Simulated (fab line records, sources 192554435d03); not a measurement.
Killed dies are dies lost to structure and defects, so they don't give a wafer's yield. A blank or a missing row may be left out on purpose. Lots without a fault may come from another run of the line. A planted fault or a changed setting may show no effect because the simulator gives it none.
Problem report in the 8D (eight disciplines) form, filled by code | flow n5_finfet | the parts of the form that need people (team, actions taken, sign-off) are left out

1. THE PROBLEM
spin_speed_rpm at N5_HKMG_FIN_COAT_29 reads a mean of 1682.5 rpm on 6 wafers of 2 lots; wafers without a fault read 1500.1 rpm with a standard deviation of 1.1. That is +99 or more standard deviations from the usual mean.
The step: time 60 s, resist thk 300 nm.
First seen on wafer L885.1, day 5 17:06, on litho_track-02. The record holds 33 wafers of 11 lots with a number at this step. Rule for "out", or "out of limits": more than 4 standard deviations from the usual mean. The other wafers with a number count as sound.

2. WHAT IT IS AND WHAT IT IS NOT
question                    | is                     | is not
which readings at this step | spin_speed_rpm         | dispense_pressure_kPa
which lots                  | L885, L886             | L880, L882, L883, L884, L895, L897, L900, L901, L902
which wafers of those lots  | all that have a number | -
read on which tools         | litho_track-02         | litho_track-04
when                        | from day 5 17:06       | up to then (12 sound wafers); but 15 sound wafers of L895, L897, L900, L901, L902 came after

3. SUSPECTS, AND WHAT RULES EACH OUT
Counting: a tool at a process step up to the reading stays a suspect if it ran every lot that is out and no sound lot after the first of them.
- litho_track-02 at N5_HKMG_FIN_COAT_29 (time 60 s, resist thk 300 nm): ruled out as a lasting fault. Sound lots L901, L902 ran on it after its first lot that is out, L885 (day 5 17:06).
Left after counting: nothing in the record.

4. THE CAUSE (what the simulator had put in)
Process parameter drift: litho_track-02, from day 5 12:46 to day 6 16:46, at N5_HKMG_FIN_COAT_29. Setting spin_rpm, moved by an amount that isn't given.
Counting ruled it out, wrongly.

5. THE CHAIN OF EFFECTS, in route order
Each row: a reading whose mean over the struck wafers that have a number lies more than 3 standard deviations from the usual. Only readings for which the record gives a usual standard deviation are gone through. hours: the time from each lot's start at the first step in this table that gives one to its start at this step, as a median over the lots. sigmas: the change in usual standard deviations.
hours | step                | reading        | usual      | on struck wafers | change | sigmas
0     | N5_HKMG_FIN_COAT_29 | spin_speed_rpm | 1500.1 rpm | 1682.5           | +182.4 | +99 or more
The process steps in it:
- N5_HKMG_FIN_COAT_29: time 60 s, resist thk 300 nm.

6. WHAT WOULD HAVE CAUGHT IT SOONER
In this record the first reading out of limits was taken at day 5 17:06, 4 hours after the fault began at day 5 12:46.
